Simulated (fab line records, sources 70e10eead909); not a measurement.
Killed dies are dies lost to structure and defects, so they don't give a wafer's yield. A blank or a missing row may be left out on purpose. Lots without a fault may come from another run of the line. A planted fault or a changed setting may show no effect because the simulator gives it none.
A struck lot beside a sound one | flow nand_harc | 17 steps out of a route of 1302
Sound: wafers L475.1, L475.4, L475.5. Struck: wafers L488.1, L488.3, L488.6. The cause comes at the end.
At each step with rows: each side's tool, then ch and its chambers, then its first start. Under that, the readings that differ: sound wafers | struck wafers | difference of the means | sigmas: that difference in standard deviations of wafers without a fault.
alike: readings whose means differ by less than 2 such deviations, and words and numbers that are the same on both sides. not compared: withheld readings, readings that some wafer has no value for, bounds like >300 that may hide the same value, and numbers for which the record gives no deviation and whose values overlap.
The two part at a step that has a row with sigmas, a row that says differs or no value, or rows on one side only. Numbers that don't overlap but have no deviation are shown without sigmas and don't part them. A reading that every wafer of one side lacks parts them only if that side has two wafers or more.

NHARC_P_ZERO_WELL_CD_MEAS_24: target cd 720 nm.
  sound on cd_sem-02 ch 0, day 1 22:29; struck on cd_sem-01 ch 0, day 7 08:29
  alike: cd_nm
then, 1 step without rows for these wafers: NHARC_P_ZERO_WELL_HARDBAKE_25 (time 80 s).
NHARC_P_ZERO_WELL_DESCUM_26: chemistry O2, time 3 s.
  sound on rie_diel-04 ch 0,2,3, day 1 22:46; struck on rie_diel-04 ch 1,3, day 7 08:40
  alike: drypump_motor_current_A, oes_product_au, rf_vpp_V, showerhead_plenum_p_Torr, throttle_valve_pct
  not compared: rf_hours_counter_h
then, 9 steps without rows for these wafers: NHARC_P_ZERO_WELL_IMPLANT_27; NHARC_P_ZERO_WELL_IMPLANT_57; NHARC_P_ZERO_WELL_IMPLANT_58; NHARC_P_ZERO_WELL_STRIP_28 (strips in SPM, time 840 s); NHARC_P_ZERO_WELL_DEHYDRATE_29 (time 120 s); NHARC_P_ZERO_WELL_HMDS_30 (time 30 s); NHARC_P_ZERO_WELL_COAT_31; NHARC_P_ZERO_WELL_SOFTBAKE_32 (time 95 s); NHARC_P_ZERO_WELL_EBR_33.
NHARC_P_ZERO_WELL_EXPOSE_34: exposes mask P PWELL, target cd 720 nm.
  sound on krf_scanner-01 ch 0, day 1 23:59; struck on krf_scanner-01 ch 0, day 7 09:58
  reading | sound                         | struck                                 | difference | sigmas
  mask    | P_PWELL#0 P_PWELL#0 P_PWELL#0 | P_PWELL_R1#0 P_PWELL_R1#0 P_PWELL_R1#0 | differs    |
then, 2 steps without rows for these wafers: NHARC_P_ZERO_WELL_PEB_35 (peb time 85 s); NHARC_P_ZERO_WELL_DEVELOP_36 (time 70 s).
NHARC_P_ZERO_WELL_CD_MEAS_37: target cd 720 nm.
  sound on cd_sem-02 ch 0, day 2 00:08; struck on cd_sem-03 ch 0
  reading    | sound             | struck            | difference | sigmas
  cd_nm (nm) | 720.7 719.6 720.7 | 740.3 738.5 740.0 | +19.3      | +14
  not compared: hold
-- the record jumps here: 23 days lie between the struck wafers' starts before and after (it left off in module P_ZERO_WELL and takes up again in module END, whose first step shown is number 1302 of the route) --
NHARC_END_SORT_01:
  the record has rows for the struck wafers here (prober-01 ch 0, day 29 23:08) and none for the sound ones

WHERE THEY PART
First at NHARC_P_ZERO_WELL_EXPOSE_34; last, within this record, at NHARC_END_SORT_01.

WHY: what the simulator had put in
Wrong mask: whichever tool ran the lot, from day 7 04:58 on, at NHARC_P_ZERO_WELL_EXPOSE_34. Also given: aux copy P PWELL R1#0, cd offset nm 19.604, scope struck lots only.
